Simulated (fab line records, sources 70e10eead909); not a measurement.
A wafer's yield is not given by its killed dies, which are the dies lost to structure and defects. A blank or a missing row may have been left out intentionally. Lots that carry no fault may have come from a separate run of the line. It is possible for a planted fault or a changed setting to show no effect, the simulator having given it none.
fab line records | flow nand-harc
record lots=6 wafers=18 last-day=32
route steps=1302 shown P_GATE@200 P_CONTACT@217 END@1302
lots with no fault: from the same line, run without faults
start-h: the number of hours between the record's first day and the start of the first shown wafer of the lot | wait-h: hours elapsed since this lot's preceding step | " the same as in the row above | L1.1+2: one row covering several wafers at once | - no value, or no start was given | * or withheld: withheld | < > ~ a bound
route shown NAME@n: a module of which the file shows steps, and the number in the route of the first | usual: average and standard deviation across the fault-free wafers | same: alike in all rows | chamber/n: place in a boat | sites: per-site readings | _std_site: standard deviation of those values | _edge_site: the outer-site mean with the inner-site mean subtracted | radius-mm: for every site, how far away it sits from the centre of the wafer | mask NAME#n: copy n | behind: tool/chamber where the wafer was last shaped | hold: reason for holding the lot/hours on hold/outcome of the hold | device: the transistor (n, p or np) that didn't switch | end of line: the route-end tests of the same wafers | a step given without rows: its recipe and nothing more | killed: at the first sort, the dies lost to defects and structure; wafer yield is something else | map: a wafer's dies, x killed, . not, _ none there
set.NAME: the setting that was run; set.NAME@STEP: the one run at that earlier step | model.NAME: the simulator's own value behind a step, which no gauge read
lots at some steps of the route; a table a step, a row a wafer
services: when a tool's chamber went out of use (start-h, in hours from the record's first day, below 0 if earlier), for how many hours, and the reason
## steps
# step NHARC_P_GATE_CD_MEAS_91
# recipe target-cd-nm=2000 landing-energy-ev=500
# usual cd-nm=2000.5/1.6
# columns lot.wafer tool chamber start-h wait-h cd-nm
L200.2 cd-sem-02 0 174.46 - 2002.3
L200.3 " 0 " " 2001.8
L200.5 " 0 " " 2001.6
L202.3 cd-sem-01 0 197.05 - 2002.0
L202.5 " 0 " " 2001.5
L202.6 " 0 " " 2001.6
L209.1 cd-sem-03 0 257.44 - 2001.9
L209.2 " 0 " " 2000.7
L209.4 " 0 " " 2003.3
L211.3 cd-sem-03 0 283.12 - 2002.7
L211.4 " 0 " " 2003.6
L211.6 " 0 " " 2003.0
L212.3 cd-sem-01 0 301.09 - 1999.3
L212.5 " 0 " " 2002.4
L212.6 " 0 " " 1999.9
L214.2 cd-sem-02 0 320.71 - 1999.5
L214.3 " 0 " " 2002.1
L214.5 " 0 " " 2000.3
# step NHARC_P_GATE_HARDBAKE_92
# recipe temp-c=125 time-s=80
# step NHARC_P_GATE_DESCUM_93
# recipe time-s=3 o2-flow-sccm=200 ar-flow-sccm=0 bias-power-w=0 chemistry=O2
# usual drypump-motor-current-A=5.6/0.31 oes-product-au=1.000/0.0084 rf-vpp-V=57.7/0.91 showerhead-plenum-p-Torr=1.91/0.074 throttle-valve-pct=11.312/0.0096
# columns lot.wafer tool chamber start-h wait-h drypump-motor-current-A oes-product-au rf-hours-counter-h rf-vpp-V showerhead-plenum-p-Torr throttle-valve-pct
L200.3 rie-diel-07 2 174.62 - 5.1 0.989 3.0 56.9 2.00 11.323
L200.2 " 1 " " 5.4 0.988 3.6 57.5 1.82 11.307
L200.5 " 2 " " 5.0 1.002 - 56.7 2.00 11.309
L202.3 rie-diel-04 1 197.20 - 5.8 0.988 0.0 58.9 1.99 11.329
L202.6 " 1 " " 5.8 0.995 - 56.7 1.99 11.308
L202.5 " 2 " " 5.4 0.994 - 56.8 1.93 11.309
L209.4 rie-diel-07 3 257.60 - 5.1 0.987 7.9 57.8 1.99 11.303
L209.2 " 1 " " 5.4 0.998 8.0 58.2 1.82 11.307
L209.1 " 2 " " 5.1 0.985 7.3 57.4 1.99 11.315
L211.3 rie-diel-09 1 283.29 - 5.8 1.010 6.1 57.3 1.84 11.306
L211.4 " 1 " " 5.8 1.007 - 57.3 1.83 11.311
L211.6 " 0 " " 5.6 0.998 - 56.8 1.79 11.317
L212.3 rie-diel-04 1 301.27 - 5.8 1.001 7.2 60.3 1.99 11.309
L212.6 " 3 " " 5.5 1.008 - 58.9 1.97 11.313
L212.5 " 0 " " 5.8 1.002 - 56.9 1.90 11.307
L214.3 rie-diel-04 1 320.89 - 5.9 0.998 8.2 57.7 1.98 11.324
L214.2 " 2 " " 5.4 1.005 7.2 58.1 1.92 11.309
L214.5 " 0 " " 5.8 1.011 - 56.7 1.90 11.318
# step NHARC_P_GATE_IMPLANT_94
# recipe energy-kev=60 dose-cm2=2e+15 tilt-deg=7
# step NHARC_P_GATE_STRIP_113
# recipe power-w=1500 temp-c=110 time-s=740 chemistry=N2/H2
# step NHARC_P_GATE_STRIP_95
# recipe power-w=1500 temp-c=250 chemistry=O2
# step NHARC_P_GATE_STRIP_96
# recipe time-s=900 temp-c=130 chemistry=SPM
# step NHARC_P_GATE_RTA_64
# recipe temp-c=1050 time-s=1
# usual anneal-temp-c-max=1054.2/0.78 lamp-power-pct=35.1/2.1 wafer_temp_C_max=1056.8/2.4
# columns lot.wafer tool chamber start-h wait-h anneal-temp-c-max lamp-power-pct wafer_temp_C_max
L200.2 rtp-anneal-02 0 176.31 - 1055.5 37.7 1055.8
L200.3 " 0 " " 1054.9 37.6 1054.3
L200.5 " 0 " " 1053.6 37.6 1054.0
L202.3 rtp-anneal-01 0 198.92 - 1054.1 33.3 1057.3
L202.5 " 0 " " 1053.8 33.3 1057.2
L202.6 " 0 " " 1054.6 33.3 1059.8
L209.1 rtp-anneal-01 0 259.24 - 1052.8 33.2 1058.7
L209.2 " 0 " " 1053.6 33.2 1058.0
L209.4 " 0 " " 1054.3 33.3 1060.4
L211.3 rtp-anneal-01 0 285.02 - 1054.4 33.3 1058.4
L211.4 " 0 " " 1055.3 33.3 1060.4
L211.6 " 0 " " 1053.8 33.4 1056.7
L212.3 rtp-anneal-01 0 302.95 - 1055.1 33.4 1058.1
L212.5 " 0 " " 1055.0 33.4 1059.4
L212.6 " 0 " " 1054.9 33.3 1057.1
L214.2 rtp-anneal-02 0 322.58 - 1052.2 37.6 1054.2
L214.3 " 0 " " 1053.3 37.5 1054.7
L214.5 " 0 " " 1054.9 37.7 1053.6
# step NHARC_P_GATE_ETCH_77
# recipe target-depth-a=60 chemistry=dHF material=SiO2
# step NHARC_P_GATE_DEGAS_109
# recipe temp-c=300 time-s=60
# usual heater-power-w=449/50
# columns lot.wafer tool chamber start-h wait-h heater-power-w
L200.3 pvd-sputter-01 - 176.58 0.1 428
L200.2 " - " " 416
L200.5 " - " " 485
L202.3 pvd-sputter-01 - 199.17 0.1 479
L202.5 " - " " 433
L202.6 " - " " 477
L209.2 pvd-sputter-01 - 259.54 0.1 414
L209.1 " - " " 426
L209.4 " - " " 480
L211.3 pvd-sputter-01 - 285.27 0.1 482
L211.4 " - " " 475
L211.6 " - " " 487
L212.3 pvd-sputter-02 - 303.21 0.1 550
L212.6 " - " " 431
L212.5 " - " " 550
L214.2 pvd-sputter-03 - 322.87 0.1 449
L214.3 " - " " 451
L214.5 " - " " 391
# step NHARC_P_GATE_PRE_CLEAN_110
# recipe time-s=30 bias-v=200 gas=Ar
# step NHARC_P_GATE_SPUTTER_78
# recipe target-thk-a=100 material=Ni
# step NHARC_P_GATE_SPUTTER_79
# recipe target-thk-a=100 material=TiN
# columns lot.wafer tool chamber start-h wait-h
L200.3+2+5 pvd-sputter-01 - 176.92 -
L202.3+5+6 pvd-sputter-01 - 199.34 -
L209.1+2+4 pvd-sputter-01 - 259.71 -
L211.4+3+6 pvd-sputter-01 - 285.46 -
L212.3+6+5 pvd-sputter-02 - 303.40 -
L214.2+3+5 pvd-sputter-03 - 323.05 -
# step NHARC_P_GATE_RTA_80
# recipe temp-c=300 time-s=30
# usual anneal-temp-c-max=301.15/0.26 wafer_temp_C_max=301.9/0.65
# columns lot.wafer tool chamber start-h wait-h anneal-temp-c-max wafer_temp_C_max
L200.2 rtp-anneal-02 0 177.06 - 301.26 301.5
L200.3 " 0 " " 301.44 301.1
L200.5 " 0 " " 301.25 301.5
L202.3 rtp-anneal-01 0 199.52 - 301.00 301.7
L202.5 " 0 " " 301.30 302.3
L202.6 " 0 " " 301.81 302.4
L209.1 rtp-anneal-02 0 259.84 - 301.22 301.7
L209.2 " 0 " " 301.40 301.3
L209.4 " 0 " " 301.22 301.3
L211.3 rtp-anneal-01 0 285.62 - 301.12 302.5
L211.4 " 0 " " 300.72 302.1
L211.6 " 0 " " 301.15 301.5
L212.3 rtp-anneal-01 0 303.58 - 301.15 302.5
L212.5 " 0 " " 301.38 302.8
L212.6 " 0 " " 301.29 302.0
L214.2 rtp-anneal-01 0 323.19 - 301.24 302.8
L214.3 " 0 " " 301.18 302.8
L214.5 " 0 " " 301.49 302.2
# step NHARC_P_GATE_STRIP_67
# recipe time-s=600 temp-c=130 chemistry=SPM
# step NHARC_P_GATE_RTA_82
# recipe temp-c=450 time-s=30
# step NHARC_P_GATE_INSPECT_68
# usual raw-defect-count=196/74
# columns lot.wafer tool chamber start-h wait-h raw-defect-count
L200.2 defect-inspect-01 - 177.86 0.1 1333
L200.3 " - " " 1285
L200.5 " - " " 1275
L202.3 defect-inspect-02 - 200.12 0.1 1383
L202.5 " - " " 1427
L202.6 " - " " 1404
L209.1 defect-inspect-01 - 260.49 0.2 206
L209.2 " - " " 141
L209.4 " - " " 124
L211.3 defect-inspect-01 - 286.22 0.1 377
L211.4 " - " " 155
L211.6 " - " " 141
L212.3 defect-inspect-01 - 304.18 0.1 158
L212.5 " - " " 265
L212.6 " - " " 183
L214.2 defect-inspect-02 - 323.82 0.1 126
L214.3 " - " " 234
L214.5 " - " " 142
# step NHARC_P_CONTACT_DEP_30
# recipe target-thk-a=300 temp-c=400 target-thk-nm=30 flow-sccm=200 rf-w=450 material=SiNx
# usual heater-power-outer-w=420/56 heater-power-w=669/66 rf-fwd-power-W=448.9/1.4
# columns lot.wafer tool chamber start-h wait-h heater-power-outer-w heater-power-w rf-fwd-power-W
L200.3 pecvd-03 0 177.97 0.1 461 654 447.1
L200.2 " 1 " " 411 680 449.8
L200.5 " 0 " " 446 664 448.8
L202.3 pecvd-04 2 200.23 0.1 382 635 446.9
L202.6 " 1 " " 328 576 448.6
L202.5 " 2 " " 380 666 448.2
L209.2 pecvd-01 2 260.56 0.1 422 643 449.9
L209.1 " 0 " " 383 611 447.5
L209.4 " 2 " " 434 637 448.0
L211.3 pecvd-04 2 286.40 0.2 378 639 449.9
L211.4 " 1 " " 430 721 448.8
L211.6 " 2 " " 376 643 449.8
L212.3 pecvd-04 0 304.24 0.1 487 776 448.4
L212.6 " 0 " " 479 790 450.3
L212.5 " 2 " " 291 553 444.5
L214.2 pecvd-03 0 323.92 0.1 467 701 449.1
L214.3 " 1 " " 376 596 448.4
L214.5 " 1 " " 362 620 450.4
# step NHARC_END_SORT_01
# recipe temp-c=25
# usual killed-at-array=46/15 killed-at-other=0.8/1.1 killed-at-periphery=4.0/2.9 killed-dies=50/15 killed-open=3.2/1.8 killed-short=2.3/1.6
# same gross-dies=677
# columns lot.wafer tool chamber start-h wait-h killed-at-array killed-at-other killed-at-periphery killed-dies killed-open killed-short
L200.2 prober-02 0 625.06 2.8 20 2 102 124 1 2
L200.3 prober-02 0 625.86 3.1 35 0 75 110 2 1
L200.5 prober-02 0 627.45 3.7 37 0 110 147 1 2
L202.3 prober-01 0 640.31 3.1 33 0 68 101 5 2
L202.5 prober-01 0 641.93 3.7 21 0 72 93 2 4
L202.6 prober-01 0 642.74 4.1 15 1 104 120 2 2
# killed by level:class
L200.2 P_GATE:unspecified=99 A_CHANNEL_HOLE_D2:chamber-film-flake=8 P_ZERO_WELL:chamber-film-flake=3 A_M0:chamber-film-flake=3 A_CHANNEL_HOLE_D1:chamber-film-flake=2 A_CONTACT:chamber-film-flake=2 THIN_TSV:chamber-film-flake=2 A_DECK1_JOINT:geometric-particle:short=1
L200.3 P_GATE:unspecified=70 A_CHANNEL_HOLE_D2:chamber-film-flake=26 A_CONTACT:chamber-film-flake=3 P_BONDPAD:chamber-film-flake=2 A_STAIRCASE:chamber-film-flake=2 P_CONTACT:geometric-particle:open=1 P_M0:geometric-particle:open=1 A_CHANNEL_FILL_D1:geometric-particle:short=1
L200.5 P_GATE:unspecified=107 A_CHANNEL_HOLE_D2:chamber-film-flake=22 A_CHANNEL_HOLE_D1:chamber-film-flake=5 A_STAIRCASE:chamber-film-flake=4 A_CHANNEL_FILL_D1:geometric-particle:short=1 A_CHANNEL_FILL_D1:geometric-particle:open=1 A_BLC:geometric-particle:short=1 P_ZERO_WELL:chamber-film-flake=1
L202.3 P_GATE:unspecified=66 A_CHANNEL_HOLE_D2:chamber-film-flake=12 A_CHANNEL_HOLE_D1:chamber-film-flake=3 A_BONDPAD:chamber-film-flake=3 A_ONON_D2:geometric-particle:open=2 P_GATE:chamber-film-flake=2 A_CHANNEL_FILL_D2:chamber-film-flake=2 A_STAIRCASE:chamber-film-flake=2
L202.5 P_GATE:unspecified=65 A_CHANNEL_HOLE_D2:chamber-film-flake=8 P_GATE:chamber-film-flake=5 A_CHANNEL_HOLE_D1:chamber-film-flake=4 A_ONON_D1:geometric-particle:short=3 A_CONTACT:chamber-film-flake=2 A_M0:chamber-film-flake=2 P_GATE:geometric-particle:open=1
L202.6 P_GATE:unspecified=97 P_GATE:chamber-film-flake=6 A_CONTACT:chamber-film-flake=5 A_CHANNEL_HOLE_D1:chamber-film-flake=3 A_CHANNEL_HOLE_D2:chamber-film-flake=3 A_CHANNEL_FILL_D1:geometric-particle:open=1 A_ONON_D2:geometric-particle:short=1 A_WL_FILL:geometric-particle:open=1
# map L200.5 (x killed, . not)
____________.____________
_________.....x._________
_______..........._______
______.............______
_____.............x._____
____..............x..____
____........x........____
___......xx.xx.......x___
___....x.xxx.x......xx___
__......xxxxxx.x..xxx.x__
__.....xxxxxxxxx..x.xxx__
_......xxxxxxxxx...xxxx._
_....xxxxxxxxxx.....x.xx_
_....xxxxxxxxxxx.....xx._
_.....xxxxxxxxxx...xx..x_
_.....xxxxxxxxxx........_
......xxxxxxxxx..........
.......xxxxxxxxxx........
.......xxxxxxx...........
.........xxxx............
..........x....x.........
_..........x............_
_......................._
_.x....................._
_......................._
_..........x............_
__....x............x...__
__.....................__
___x..................___
___...................___
____.................____
____..........x......____
_____.........x.x..._____
______.........x...______
_______.......x..._______
_________.....xx_________
____________.____________
# map L202.6 (x killed, . not)
____________.____________
_________......._________
_______..........._______
______.............______
_____.......x......._____
____.................____
____............x....____
___...........x.......___
___...................___
__.....................__
__........x...x.......x__
_......................x_
_......................._
_......................._
_......................._
_.....................x._
...........x.............
.........................
.........................
..........x..............
......x.................x
_....x................x._
_......................._
_......................._
_........xx.x.x........._
_.......xxxxxx........x._
__......xxxxxxx..x.....__
__....xxxxxxxxx..x.....__
___....xxxxxxxx.....x.___
___...xxxxxxxxx.......___
____..xxxxxxxxx......____
____..xxxxxxxxxx...x.____
_____xxxxxxxxxxx...._____
______xxxxxxxxxx...______
_______xxxxxxxxxxx_______
_________xxxxx.x_________
____________x____________
## services
# columns tool chamber start-h hours kind
pvd-sputter-03 - 170.00 10.0 pm
pecvd-04 - 177.88 2.7 repair
rie-diel-04 - 177.98 9.0 pm
pecvd-03 - 185.00 13.0 pm
pecvd-01 0 206.99 4.3 repair
rie-diel-07 1 216.31 2.7 repair
rie-diel-04 2 218.43 1.9 repair
pecvd-04 0 223.41 10.9 repair
pvd-sputter-01 - 226.02 10.0 pm
pecvd-04 - 235.14 0.9 repair
pecvd-04 0 253.61 21.7 repair
rie-diel-07 1 261.29 3.8 repair
pecvd-04 - 269.17 13.0 pm
rie-diel-09 2 278.50 6.1 repair
pvd-sputter-03 - 279.82 1.2 repair
pvd-sputter-02 - 282.08 10.0 pm
rie-diel-04 0 284.99 1.9 repair
pecvd-04 0 285.88 3.3 repair
pvd-sputter-01 - 287.67 6.3 repair
rie-diel-07 - 294.21 9.0 pm
rie-diel-04 - 294.96 0.3 repair
pecvd-03 0 295.15 8.5 repair
rie-diel-09 0 298.05 10.4 repair
pecvd-01 - 316.85 13.0 pm
## key
first-sign step=NHARC_P_GATE_INSPECT_68 reading=raw-defect-count direction=up sigmas=16 usual=196 struck=1351
effect step=NHARC_END_SORT_01 reading=killed-at-periphery direction=up sigmas=29 usual=4.0 struck=88.5
more-kills-born-at NHARC_P_GATE_SPUTTER_79@pvd-sputter-01=504
met-at NHARC_P_GATE_SPUTTER_79
struck-wafers L200.2,L200.3,L200.5,L202.3,L202.5,L202.6
tester-left-out L200,L202
fault kind=chamber-particle-source tool=pvd-sputter-01 chamber=- onset-h=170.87 steps=NHARC_P_GATE_SPUTTER_79 rate-per-visit-cm2=1.8771 end-h=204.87
# tester-left-out: of these lots the tester's yield and bins aren't shown, on N5 and GAA mostly nor the transistor test; their killed dies are dies lost to structure and defects alone, not to doping, threshold or leakage, so they don't give the yield
